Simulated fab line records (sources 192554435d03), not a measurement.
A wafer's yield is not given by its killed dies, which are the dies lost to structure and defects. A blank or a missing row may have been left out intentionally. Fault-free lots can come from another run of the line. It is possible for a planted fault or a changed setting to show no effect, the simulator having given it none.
fab line records	flow n5-finfet
record: lots: 9	wafers: 27	last-day: 17
route steps=1938 shown BEOL_M4@1111 BEOL_M9@1424 PASSIVATION@1936
lots that met no fault: from a run of the same line without faults
start-h: hours from the record's first day to the start of the lot's first wafer shown	wait-h: time in hours since the lot's previous step	" identical to the entry in the row above	L1.1+2: several wafers, shown together as one row	- either no value or no given start	* or withheld: withheld	< > ~ a bound
route shown NAME@n: NAME is a module with steps in the file, n the number in the route of the first one	usual: mean/standard deviation of fault-free wafers	same: alike in all rows	chamber/n: place in a boat	sites: each site's reading	_std_site: standard deviation across them	_edge_site: outer sites' mean less inner sites'	radius-mm: for every site, how far away it sits from the centre of the wafer	mask NAME#n: copy n	behind: the tool/chamber that last shaped the wafer	hold: why the lot went on hold/how many hours it stayed there/how the hold came to an end	device: transistor that didn't switch, given as n, p or np	end of line: the same wafers' tests at the end of the route	a step with no rows: only its recipe	killed: count of dies lost to structure and defects at first sort (not the wafer's yield)	map: the dies of a wafer, with x for killed, . for not killed, _ for no die there
set.NAME: setting as actually run; set.NAME@STEP: the setting as run at that earlier step	model.NAME: the simulator's own value behind a step, which no gauge read
one table for each step of the route and one row for each wafer, over a sample of lots
services: when a tool's chamber went out of use (start-h, in hours from the record's first day, below 0 if earlier), for how many hours, and the reason
== steps ==
step: N5_BEOL_M4_RC_MEAS_101
usual: DIBL_N: 36.0/1.7	DIBL_P: 35.8/2	IOFF_N: 0.15/0.03	IOFF_P: 0.20/0.037	ION_N: 670/12	ION_P: 460/7.2	SS_N: 71.5/0.68	SS_P: 73.2/0.65	VT_N: 250/3.1	VT_P: -251/3.4
lot.wafer	tool	chamber	start-h	wait-h	DIBL_N[mV/V]	DIBL_P[mV/V]	IOFF_N[nA/um]	IOFF_P[nA/um]	ION_N[uA/um]	ION_P[uA/um]	SS_N[mV/dec]	SS_P[mV/dec]	VT_N[mV]	VT_P[mV]
L468.2	prober-01	0	175.62	0.2	36.4	35.4	0.16	0.20	664	456	71.6	73.0	250	-251
L468.5	"	0	"	"	34.2	31.6	0.11	0.16	655	455	70.5	72.0	256	-256
L468.6	"	0	"	"	34.7	32.5	0.13	0.16	662	454	71.2	72.5	253	-257
L469.3	prober-01	0	180.80	0.3	34.3	33.3	0.12	0.16	668	456	71.9	72.0	251	-252
L469.4	"	0	"	"	35.8	34.4	0.15	0.17	677	457	72.1	72.7	247	-253
L469.5	"	0	"	"	36.6	34.3	0.15	0.16	646	440	72.3	72.8	252	-253
L471.2	prober-01	0	195.43	0.2	39.0	38.2	0.22	0.31	669	465	72.4	75.0	244	-240
L471.3	"	0	"	"	39.3	38.9	0.23	0.33	663	463	72.1	74.9	244	-241
L471.4	"	0	"	"	34.0	32.5	0.12	0.20	657	464	70.2	72.8	250	-246
L483.3	prober-01	0	266.22	0.3	36.8	35.9	0.17	0.19	682	462	71.5	73.5	247	-251
L483.4	"	0	"	"	33.2	33.4	0.12	0.16	677	466	70.2	72.4	252	-254
L483.6	"	0	"	"	35.1	33.8	0.14	0.16	665	451	71.2	73.3	254	-257
L485.2	prober-01	0	274.55	0.2	37.5	38.7	0.19	0.21	678	456	72.3	73.8	251	-252
L485.3	"	0	"	"	34.2	34.3	0.12	0.15	670	455	71.8	73.0	255	-259
L485.4	"	0	"	"	33.3	33.9	0.11	0.14	655	443	71.4	72.8	255	-259
L482.1	prober-01	0	281.65	0.0	35.4	35.2	0.14	0.20	676	469	71.5	73.1	252	-249
L482.2	"	0	"	"	35.4	36.6	0.16	0.23	674	466	71.5	73.0	249	-247
L482.4	"	0	"	"	34.2	32.8	0.12	0.17	670	457	71.4	72.7	251	-252
L484.2	prober-02	0	282.10	0.2	34.7	33.5	0.13	0.19	671	460	71.4	72.2	252	-249
L484.3	"	0	"	"	36.5	35.0	0.15	0.22	647	448	72.0	72.6	251	-247
L484.5	"	0	"	"	36.4	35.7	0.15	0.22	658	456	71.8	72.8	251	-247
L489.3	prober-02	0	305.41	0.3	34.7	33.1	0.14	0.17	671	462	71.1	72.5	248	-253
L489.5	"	0	"	"	35.7	35.3	0.15	0.20	684	465	70.8	73.3	247	-252
L489.6	"	0	"	"	37.3	35.7	0.17	0.21	665	457	71.3	72.6	248	-250
L490.1	prober-02	0	317.11	0.0	36.1	37.4	0.16	0.21	685	467	71.8	73.0	251	-252
L490.3	"	0	"	"	32.9	33.9	0.12	0.17	672	457	70.4	72.3	252	-252
L490.5	"	0	"	"	36.1	37.3	0.16	0.20	681	460	71.1	73.9	249	-253
step: N5_BEOL_M9_CD_MEAS_18
recipe: pitch-nm: 140	target-cd-nm: 70
usual: cd-nm: 70.3/0.65
lot.wafer	tool	chamber	start-h	wait-h	cd-nm
L468.2	cd-sem-03	-	225.06	0.1	69.3
L468.5	"	-	"	"	70.0
L468.6	"	-	"	"	69.7
L469.3	cd-sem-01	-	225.60	0.1	70.1
L469.4	"	-	"	"	70.4
L469.5	"	-	"	"	70.4
L471.2	cd-sem-03	-	246.44	0.1	70.4
L471.3	"	-	"	"	69.3
L471.4	"	-	"	"	69.5
L483.3	cd-sem-02	-	306.76	0.1	69.7
L483.4	"	-	"	"	69.7
L483.6	"	-	"	"	69.8
L485.2	cd-sem-02	-	312.27	0.1	70.6
L485.3	"	-	"	"	70.0
L485.4	"	-	"	"	71.2
L482.1	cd-sem-02	-	320.94	0.0	71.1
L482.2	"	-	"	"	69.5
L482.4	"	-	"	"	70.8
L484.2	cd-sem-01	-	321.25	0.1	70.6
L484.3	"	-	"	"	71.3
L484.5	"	-	"	"	71.1
L489.3	cd-sem-03	-	346.47	0.1	71.3
L489.5	"	-	"	"	71.3
L489.6	"	-	"	"	71.6
L490.1	cd-sem-02	-	360.64	0.0	69.7
L490.3	"	-	"	"	70.2
L490.5	"	-	"	"	70.7
step: N5_BEOL_M9_ETCH_65
recipe: chemistry: CF4	target: SiARC	target-depth-a: 156	mask-material: CAR-EUV	time-s: 26	ion-energy-ev: 80	pressure-mtorr: 40	source-w: 545	bias-w: 36	Ar_flow_sccm: 100	cf4-flow-sccm: 100	ends: cleared
usual: drypump-motor-current-A: 5.9/0.38	etch-rf-on-time-s: 25.7/0.8	oes-product-au: 0.66/0.087	rf-vpp-V: 184.0/1.3	showerhead-plenum-p-Torr: 2.13/0.085	throttle-valve-pct: 15.69/0.26
lot.wafer	tool	chamber	start-h	wait-h	drypump-motor-current-A	etch-rf-on-time-s	oes-product-au	rf-hours-counter-h	rf-vpp-V	showerhead-plenum-p-Torr	throttle-valve-pct
L468.2	rie-diel-05	2	226.21	0.0	6.2	25.8	0.58	243	182.0	2.03	15.51
L468.5	"	2	"	"	6.2	25.6	0.58	-	183.6	2.03	15.52
L468.6	"	3	"	"	6.2	25.9	0.58	-	183.8	2.21	15.90
L469.3	rie-diel-01	0	226.45	0.0	6.2	26.6	0.60	223	183.2	2.03	15.74
L469.4	"	1	"	"	6.1	27.7	0.59	226	183.3	2.11	15.88
L469.5	"	1	"	"	6.1	27.8	0.59	-	184.1	2.11	15.90
L471.2	rie-diel-05	0	247.39	0.0	6.4	25.8	0.80	12	185.3	2.28	15.73
L471.3	"	2	"	"	6.2	25.7	0.58	249	183.1	2.03	15.52
L471.4	"	2	"	"	6.2	25.8	0.58	-	183.5	2.03	15.52
L483.3	rie-diel-05	1	308.16	0.0	6.0	25.9	0.61	208	185.0	2.13	15.59
L483.4	"	0	"	"	6.4	25.5	0.75	-	185.7	2.27	15.78
L483.6	"	2	"	"	6.2	25.2	0.80	-	185.7	2.28	15.09
L485.2	rie-diel-05	2	314.24	0.0	6.2	24.8	0.80	16	184.3	2.28	15.10
L485.3	"	0	"	"	6.4	25.5	0.75	37	186.2	2.27	15.79
L485.4	"	0	"	"	6.4	25.5	0.75	-	186.1	2.27	15.77
L484.2	rie-diel-05	1	323.25	0.0	6.0	25.1	0.61	214	183.7	2.12	15.60
L484.3	"	0	"	"	6.4	25.1	0.75	40	185.9	2.27	15.80
L484.5	"	2	"	"	6.2	24.5	0.79	-	185.2	2.28	15.12
L482.1	rie-diel-01	2	323.50	0.0	5.2	25.2	0.73	52	183.6	2.08	15.39
L482.2	"	0	"	"	6.2	26.5	0.58	255	182.0	2.02	15.80
L482.4	"	0	"	"	6.2	26.6	0.59	-	182.3	2.02	15.81
L489.3	rie-diel-01	1	349.16	0.0	6.1	25.7	0.79	8	184.0	2.10	15.47
L489.5	"	2	"	"	5.2	25.0	0.73	-	184.3	2.07	15.44
L489.6	"	1	"	"	6.1	26.1	0.79	-	182.5	2.10	15.46
L490.1	rie-diel-06	1	362.18	0.0	5.2	25.6	0.76	24	184.1	2.11	15.17
L490.3	"	0	"	"	5.7	26.6	0.61	213	183.8	2.12	15.85
L490.5	"	0	"	"	5.7	26.6	0.61	-	184.4	2.12	15.87
step: N5_BEOL_M9_STRIP_36
recipe: chemistry: N2/H2	power-w: 450	temp-c: 40	pressure-mtorr: 20	rf-frequency-hz: 6e+07	overash-fraction: 0.3	bias-power-w: 7	h2-frac: 0.5	n2-flow-sccm: 200	h2-flow-sccm: 200
usual: bias-power-w: 7.003/0.021	chamber-pressure-mTorr: 20.00/0.033	drypump-motor-current-A: 5.9/0.38	oes-product-au: 0.77/0.096	rf-vpp-V: 59.2/1.3	showerhead-plenum-p-Torr: 2.53/0.11	throttle-valve-pct: 23.7/0.4
lot.wafer	tool	chamber	start-h	wait-h	bias-power-w	chamber-pressure-mTorr	drypump-motor-current-A	oes-product-au	rf-hours-counter-h	rf-vpp-V	showerhead-plenum-p-Torr	throttle-valve-pct
L468.2	rie-diel-05	2	226.40	0.0	6.985	19.97	6.2	0.69	243	57.3	2.39	22.9
L468.5	"	2	"	"	7.000	19.97	6.2	0.68	-	57.2	2.38	22.9
L468.6	"	3	"	"	7.018	20.03	6.2	0.67	-	60.6	2.63	23.8
L469.3	rie-diel-01	0	226.64	0.0	6.999	20.03	6.2	0.71	224	57.2	2.40	24.1
L469.4	"	1	"	"	7.024	20.03	6.1	0.70	226	59.6	2.49	23.9
L469.5	"	1	"	"	7.018	19.97	6.1	0.70	-	59.3	2.49	23.8
L471.2	rie-diel-05	0	247.58	0.0	7.015	20.06	6.4	0.91	12	59.7	2.72	24.0
L471.3	"	2	"	"	7.054	19.95	6.2	0.68	250	59.6	2.38	22.9
L471.4	"	2	"	"	6.989	20.06	6.2	0.68	-	58.8	2.38	22.9
L483.3	rie-diel-05	1	308.35	0.0	-	-	-	-	-	-	-	-
L483.4	"	0	"	"	-	-	-	-	-	-	-	-
L483.6	"	2	"	"	-	-	-	-	-	-	-	-
L485.2	rie-diel-05	2	314.43	0.0	-	-	-	-	-	-	-	-
L485.3	"	0	"	"	-	-	-	-	-	-	-	-
L485.4	"	0	"	"	-	-	-	-	-	-	-	-
L484.2	rie-diel-05	1	323.44	0.0	-	-	-	-	-	-	-	-
L484.3	"	0	"	"	-	-	-	-	-	-	-	-
L484.5	"	2	"	"	-	-	-	-	-	-	-	-
L482.1	rie-diel-01	2	323.69	0.0	7.003	20.02	5.3	0.84	52	60.6	2.46	23.7
L482.2	"	0	"	"	7.012	20.00	6.2	0.68	255	58.0	2.39	24.2
L482.4	"	0	"	"	7.002	19.98	6.2	0.68	-	57.4	2.39	24.2
L489.3	rie-diel-01	1	349.35	0.0	7.000	20.02	6.1	0.96	8	57.0	2.48	23.6
L489.5	"	2	"	"	6.965	20.00	5.2	0.82	-	62.3	2.46	23.7
L489.6	"	1	"	"	7.040	20.05	6.1	0.94	-	59.1	2.48	23.5
L490.1	rie-diel-06	1	362.38	0.0	6.986	19.99	5.2	0.91	24	59.3	2.48	23.1
L490.3	"	0	"	"	7.019	20.01	5.7	0.71	213	61.2	2.52	24.2
L490.5	"	0	"	"	7.019	19.90	5.7	0.71	-	59.0	2.52	24.2
step: N5_BEOL_M9_OCD_MEAS_38
usual: trench-depth-nm: 151/3.3
lot.wafer	tool	chamber	start-h	wait-h	trench-depth-nm
L468.2	ocd-01	-	226.61	-	152
L468.5	"	-	"	"	152
L468.6	"	-	"	"	151
L469.3	ocd-01	-	226.86	-	152
L469.4	"	-	"	"	145
L469.5	"	-	"	"	147
L471.2	ocd-02	-	247.80	-	152
L471.3	"	-	"	"	152
L471.4	"	-	"	"	151
L483.3	ocd-02	-	308.57	0.1	151
L483.4	"	-	"	"	153
L483.6	"	-	"	"	158
L485.2	ocd-02	-	314.65	0.1	157
L485.3	"	-	"	"	153
L485.4	"	-	"	"	153
L484.2	ocd-01	-	323.65	0.1	150
L484.3	"	-	"	"	152
L484.5	"	-	"	"	158
L482.1	ocd-01	-	323.90	-	154
L482.2	"	-	"	"	151
L482.4	"	-	"	"	150
L489.3	ocd-02	-	349.57	-	153
L489.5	"	-	"	"	155
L489.6	"	-	"	"	152
L490.1	ocd-01	-	362.59	-	154
L490.3	"	-	"	"	149
L490.5	"	-	"	"	148
step: N5_PASSIVATION_PROBE_49
usual: defect-limited-yield: 91.4/1.5	killed_at_M0_to_M3: 32/9.8	killed_at_M4_up: 15/5.6	killed-at-contacts: 12/5.4	killed-at-front-end: 40/13	killed-at-other: 3.0/2.1	killed-dies: 102/17	killed-on-rim: 14/4.4	killed-open: 67/13	killed-short: 32/7.1	sort_bin_5_function: 5.1/0.96	sort_bin_6_memory: 3.2/0.7	sort_bin_8_speed: 0.0/0.3	sort-n-pass: 1078/18	sort-yield-pct: 91.3/1.5
same: gross-dies: 1180	killed-at-back-side: 0	sort_bin_4_leakage[%]: 0
lot.wafer	tool	chamber	start-h	wait-h	defect-limited-yield[%]	killed_at_M0_to_M3	killed_at_M4_up	killed-at-contacts	killed-at-front-end	killed-at-other	killed-dies	killed-on-rim	killed-open	killed-short	sort_bin_5_function[%]	sort_bin_6_memory[%]	sort_bin_8_speed[%]	sort-n-pass	sort-yield-pct[%]
L468.2	prober-02	-	289.50	0.1	91.0	47	15	10	32	2	106	15	69	35	5.4	3.3	0	1074	91.0
L468.5	prober-02	-	289.65	0.2	90.5	26	24	10	47	5	112	13	82	28	6.4	3.1	0	1068	90.5
L468.6	prober-02	-	289.70	0.3	89.5	48	21	12	43	0	124	15	92	31	5.8	4.5	0	1056	89.5
L483.3	prober-02	-	369.90	0.1	0	38	1066	8	68	0	1180	152	91	49	94.5	4.8	0	0	0
L483.4	prober-02	-	369.95	0.2	0	32	1079	20	46	3	1180	152	74	36	96.0	3.9	0	0	0
L483.6	prober-02	-	370.05	0.3	0	29	1092	14	40	5	1180	152	71	28	96.4	3.5	0	0	0
L485.2	prober-01	-	370.30	0.1	0	26	1081	11	56	6	1180	152	57	50	96.5	3.3	0	0	0
L485.3	prober-01	-	370.35	0.1	0	40	1085	20	31	4	1180	152	70	28	96.4	3.4	0	0	0
L485.4	prober-01	-	370.40	0.2	0	28	1102	7	37	6	1180	152	63	26	97.5	2.5	0	0	0
L482.1	prober-02	-	384.38	0.0	89.4	47	20	16	40	2	125	17	83	41	7.0	3.1	0	1055	89.4
L482.2	prober-02	-	384.43	0.1	90.2	35	7	19	52	3	116	11	77	28	5.6	3.2	0	1064	90.2
L482.4	prober-02	-	384.53	0.2	91.0	43	17	14	30	2	106	15	80	25	4.8	3.8	0	1074	91.0
L484.2	prober-02	-	393.88	0.1	0	22	1115	3	37	3	1180	152	44	29	97.1	2.7	0	0	0
L484.3	prober-02	-	393.93	0.1	0	23	1113	19	25	0	1180	152	57	21	96.4	3.6	0	0	0
L484.5	prober-02	-	394.03	0.2	0	35	1108	17	19	1	1180	152	47	33	97.0	3.0	0	0	0
L489.3	prober-01	-	413.68	0.1	92.6	32	13	16	24	2	87	7	54	32	4.2	2.9	0	1093	92.6
L489.5	prober-01	-	413.78	0.2	92.4	19	9	20	40	2	90	8	69	20	4.1	3.6	0	1090	92.4
L489.6	prober-01	-	413.83	0.3	91.6	33	8	13	43	2	99	8	63	36	4.9	3.1	0	1081	91.6
killed by level:class
L468.2 BEOL_M0_SAQP:geometric-particle:open=15 STI_FIN_REVEAL:geometric-particle:open=13 BEOL_M0_SAQP:geometric-particle:short=13 BEOL_M3:geometric-particle:open=8 MOL_CONTACT_COAG:geometric-particle:open=7 BEOL_M2:geometric-particle:open=6 FIN_SAQP:geometric-particle:short=4 DUMMY_GATE:geometric-particle:open=4
L468.5 STI_FIN_REVEAL:geometric-particle:open=15 FIN_SAQP:geometric-particle:open=13 BEOL_M0_SAQP:geometric-particle:short=7 MOL_CONTACT_COAG:geometric-particle:open=7 BEOL_M1:geometric-particle:open=6 BEOL_M4:geometric-particle:open=6 FIN_SAQP:geometric-particle:short=4 DUMMY_GATE:geometric-particle:open=4
L468.6 BEOL_M2:geometric-particle:open=16 STI_FIN_REVEAL:geometric-particle:open=15 BEOL_M0_SAQP:geometric-particle:open=13 BEOL_M4:geometric-particle:open=11 MOL_CONTACT_COAG:geometric-particle:open=9 FIN_SAQP:geometric-particle:short=7 GATE_CUT:geometric-particle:open=6 BEOL_M0_SAQP:geometric-particle:short=6
L483.3 BEOL_M9:area-ald=1039 STI_FIN_REVEAL:geometric-particle:open=21 BEOL_M4:geometric-particle:open=15 FIN_SAQP:geometric-particle:short=13 FIN_SAQP:geometric-particle:open=12 BEOL_M0_SAQP:geometric-particle:open=11 BEOL_M0_SAQP:geometric-particle:short=10 STI_FIN_REVEAL:geometric-particle:short=7
L483.4 BEOL_M9:area-ald=1068 STI_FIN_REVEAL:geometric-particle:open=20 MOL_CONTACT_COAG:geometric-particle:open=11 MOL_CONTACT_COAG:geometric-particle:short=9 BEOL_M4:geometric-particle:open=9 STI_FIN_REVEAL:geometric-particle:short=8 BEOL_M0_SAQP:geometric-particle:short=8 FIN_SAQP:geometric-particle:open=5
L483.6 BEOL_M9:area-ald=1080 STI_FIN_REVEAL:geometric-particle:open=25 MOL_CONTACT_COAG:geometric-particle:open=13 BEOL_M0_SAQP:geometric-particle:open=8 BEOL_M2:geometric-particle:open=8 STI_FIN_REVEAL:geometric-particle:short=6 BEOL_M4:geometric-particle:open=5 BEOL_M0_SAQP:geometric-particle:short=3
L485.2 BEOL_M9:area-ald=1072 FIN_SAQP:geometric-particle:short=18 FIN_SAQP:geometric-particle:open=15 BEOL_M1:geometric-particle:open=11 MOL_CONTACT_COAG:geometric-particle:open=7 STI_FIN_REVEAL:geometric-particle:open=5 MOL_CONTACT_COAG:geometric-particle:short=4 STARTING-WAFER:geometric-particle:short=4
L485.3 BEOL_M9:area-ald=1079 MOL_CONTACT_COAG:geometric-particle:open=20 BEOL_M2:geometric-particle:open=17 BEOL_M3:geometric-particle:open=6 FIN_SAQP:geometric-particle:short=5 STI_FIN_REVEAL:geometric-particle:open=5 FIN_SAQP:geometric-particle:open=4 STARTING-WAFER:geometric-particle:short=4
L485.4 BEOL_M9:area-ald=1087 STI_FIN_REVEAL:geometric-particle:open=11 BEOL_M2:geometric-particle:open=8 BEOL_M0_SAQP:geometric-particle:open=7 MOL_CONTACT_COAG:geometric-particle:open=6 FIN_SAQP:geometric-particle:open=5 BEOL_M0_SAQP:geometric-particle:short=5 DUMMY_GATE:geometric-particle:open=5
L482.1 BEOL_M3:geometric-particle:open=15 MOL_CONTACT_COAG:geometric-particle:open=13 BEOL_M4:geometric-particle:open=12 BEOL_M0_SAQP:geometric-particle:short=9 STI_FIN_REVEAL:geometric-particle:open=8 BEOL_M2:geometric-particle:open=7 FIN_SAQP:geometric-particle:short=6 BEOL_M0:geometric-particle:open=6
L482.2 MOL_CONTACT_COAG:geometric-particle:open=17 BEOL_M2:geometric-particle:open=11 STI_FIN_REVEAL:geometric-particle:open=10 DUMMY_GATE:geometric-particle:open=10 HKMG_FIN:area-etch=9 BEOL_M1:geometric-particle:open=8 GATE_CUT:geometric-particle:short=6 BEOL_M3:geometric-particle:open=6
L482.4 STI_FIN_REVEAL:geometric-particle:open=13 MOL_CONTACT_COAG:geometric-particle:open=10 BEOL_M0_SAQP:geometric-particle:open=8 BEOL_M3:geometric-particle:open=8 BEOL_M1:geometric-particle:open=7 BEOL_M2:geometric-particle:open=7 DUMMY_GATE:geometric-particle:open=5 BEOL_M0:geometric-particle:open=5
L484.2 BEOL_M9:area-ald=1107 FIN_SAQP:geometric-particle:short=6 BEOL_M2:geometric-particle:open=5 STI_FIN_REVEAL:geometric-particle:open=4 DUMMY_GATE:geometric-particle:open=4 ILD0:geometric-particle:short=4 GATE_CUT:geometric-particle:short=4 BEOL_M0_SAQP:geometric-particle:short=4
L484.3 BEOL_M9:area-ald=1101 MOL_CONTACT_COAG:geometric-particle:open=15 FIN_SAQP:geometric-particle:open=7 BEOL_M2:geometric-particle:open=6 STI_FIN_REVEAL:geometric-particle:open=5 BEOL_M0_SAQP:geometric-particle:open=5 MOL_CONTACT_COAG:geometric-particle:short=4 BEOL_M0_SAQP:geometric-particle:short=4
L484.5 BEOL_M9:area-ald=1097 MOL_CONTACT_COAG:geometric-particle:open=10 BEOL_M2:geometric-particle:open=9 BEOL_M1:geometric-particle:open=7 MOL_CONTACT_COAG:geometric-particle:short=7 BEOL_M3:geometric-particle:open=5 BEOL_M0:geometric-particle:open=4 BEOL_M1:geometric-particle:short=4
L489.3 BEOL_M0_SAQP:geometric-particle:short=12 MOL_CONTACT_COAG:geometric-particle:open=10 BEOL_M0_SAQP:geometric-particle:open=9 MOL_CONTACT_COAG:geometric-particle:short=6 GATE_CUT:geometric-particle:short=5 BEOL_M3:geometric-particle:open=4 BEOL_M4:geometric-particle:open=4 DUMMY_GATE:geometric-particle:open=3
L489.5 STI_FIN_REVEAL:geometric-particle:open=18 MOL_CONTACT_COAG:geometric-particle:open=18 BEOL_M0_SAQP:geometric-particle:open=7 BEOL_M0_SAQP:geometric-particle:short=5 FIN_SAQP:geometric-particle:open=4 BEOL_M1:geometric-particle:open=4 FIN_SAQP:geometric-particle:short=3 DUMMY_GATE:geometric-particle:open=3
L489.6 BEOL_M0_SAQP:geometric-particle:open=15 BEOL_M0_SAQP:geometric-particle:short=13 FIN_SAQP:geometric-particle:open=9 FIN_SAQP:geometric-particle:short=8 MOL_CONTACT_COAG:geometric-particle:open=8 DUMMY_GATE:geometric-particle:open=7 STI_FIN_REVEAL:geometric-particle:open=5 MOL_CONTACT_COAG:geometric-particle:short=5
== services ==
tool	chamber	start-h	hours	kind
rie-diel-05	1	244.64	5.5	repair
rie-diel-01	0	249.43	3.8	repair
rie-diel-05	2	250.16	-	clean
rie-diel-05	2	250.16	-	consumable-replace:focus-ring
rie-diel-05	2	250.16	-	consumable-replace:showerhead
rie-diel-05	2	250.16	21.8	scheduled-down
rie-diel-05	2	250.16	21.8	vent-cycle
rie-diel-01	2	265.90	16.8	repair
rie-diel-05	3	298.74	-	clean
rie-diel-05	3	298.74	-	consumable-replace:focus-ring
rie-diel-05	3	298.74	22.1	scheduled-down
rie-diel-05	3	298.74	22.1	vent-cycle
rie-diel-01	1	303.50	-	clean
rie-diel-01	1	303.50	-	consumable-replace:focus-ring
rie-diel-01	1	303.50	23.9	scheduled-down
rie-diel-01	1	303.50	23.9	vent-cycle
rie-diel-01	0	327.72	-	clean
rie-diel-01	0	327.72	-	consumable-replace:focus-ring
rie-diel-01	0	327.72	-	consumable-replace:showerhead
rie-diel-01	0	327.72	23.3	scheduled-down
rie-diel-01	0	327.72	23.3	vent-cycle
rie-diel-01	3	354.42	-	clean
rie-diel-01	3	354.42	-	consumable-replace:focus-ring
rie-diel-01	3	354.42	17.7	scheduled-down
== key ==
first-sign: step: N5_BEOL_M9_STRIP_36	reading: tool-record	direction: missing
effect: step: N5_PASSIVATION_PROBE_49	reading: killed_at_M4_up	direction: up	sigmas: 99+	usual: 15	struck: 1093
more-kills-born-at: N5_BEOL_M9_ALD_74@ald-metal-01: 9730
met-at N5_BEOL_M9_STRIP_36
struck-lots L483,L484,L485
later-rows-left-out L483.3,L483.4,L483.6,L484.2,L484.3,L484.5,L485.2,L485.3,L485.4
not-acting-at N5_BEOL_M9_CD_MEAS_18,N5_BEOL_M9_ETCH_65,N5_BEOL_M9_OCD_MEAS_38
onset-between 247.58 308.35
fault: kind: skipped-step-whole	tool: rie-diel-05	chamber: -	onset-h: 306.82	steps: N5_BEOL_M9_STRIP_36	scope: struck-lots-only
later-rows-left-out: the simulator's readings of these wafers behind a module that went badly wrong aren't trusted and aren't shown, but for the sort
